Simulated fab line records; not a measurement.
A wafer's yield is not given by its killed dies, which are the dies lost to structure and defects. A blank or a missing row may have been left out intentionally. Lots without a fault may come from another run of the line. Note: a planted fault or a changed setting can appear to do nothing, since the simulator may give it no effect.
Chamber matching / flow n5Finfet / rieSi-03 running N5_FIN_CUT_CUT_ETCH_28: 4 sister chambers
The step etches Si in HBr/Cl2/O2, target depth 6 nm, time 2.4 s. 8 wafers are shown with their chamber, then 6 later ones without.

## WAFERS, EACH WITH ITS CHAMBER
wafer=L517.1; chamber=0; throttleValvePct (%)=37.15; oesProductAu (a.u.)=0.969
wafer=L517.5; chamber=0; throttleValvePct (%)=37.14; oesProductAu (a.u.)=0.968
wafer=L519.1; chamber=3; throttleValvePct (%)=36.94; oesProductAu (a.u.)=1.012
wafer=L519.3; chamber=2; throttleValvePct (%)=37.12; oesProductAu (a.u.)=1.013
wafer=L519.6; chamber=1; throttleValvePct (%)=37.39; oesProductAu (a.u.)=1.008
wafer=L520.2; chamber=1; throttleValvePct (%)=37.37; oesProductAu (a.u.)=1.009
wafer=L520.3; chamber=2; throttleValvePct (%)=37.11; oesProductAu (a.u.)=0.998
wafer=L520.6; chamber=3; throttleValvePct (%)=36.94; oesProductAu (a.u.)=1.006

## WAFERS WITHOUT THEIR CHAMBER
wafer=L522.2; throttleValvePct (%)=37.12; oesProductAu (a.u.)=0.993
wafer=L522.5; throttleValvePct (%)=37.38; oesProductAu (a.u.)=1.013
wafer=L522.6; throttleValvePct (%)=37.15; oesProductAu (a.u.)=0.964
wafer=L534.3; throttleValvePct (%)=37.38; oesProductAu (a.u.)=1.009
wafer=L534.5; throttleValvePct (%)=37.15; oesProductAu (a.u.)=0.973
wafer=L534.6; throttleValvePct (%)=36.93; oesProductAu (a.u.)=1.007

## EACH ONE'S CHAMBER
wafer=L522.2; from the rows above=2; in truth=2
wafer=L522.5; from the rows above=1; in truth=1
wafer=L522.6; from the rows above=0; in truth=0
wafer=L534.3; from the rows above=1; in truth=1
wafer=L534.5; from the rows above=0; in truth=0
wafer=L534.6; from the rows above=3; in truth=3
Correctly placed: 6 of 6. Number that these rows cannot place: 0. Number placed wrongly: 0.
How it was worked out, from the rows above alone: a wafer's distance from a chamber is the root of the sum, over the readings, of the square of ((its reading less the chamber's mean) divided by the reading's scatter). The wafer belongs to the nearest chamber; if the next one is less than 2 further off, it can't be placed. For every chamber, the mean is computed from those of its wafers that are shown. The scatter is the square root of a quotient: the sum, over the shown wafers, of each reading's squared deviation from its chamber's mean, divided by wafers minus chambers.
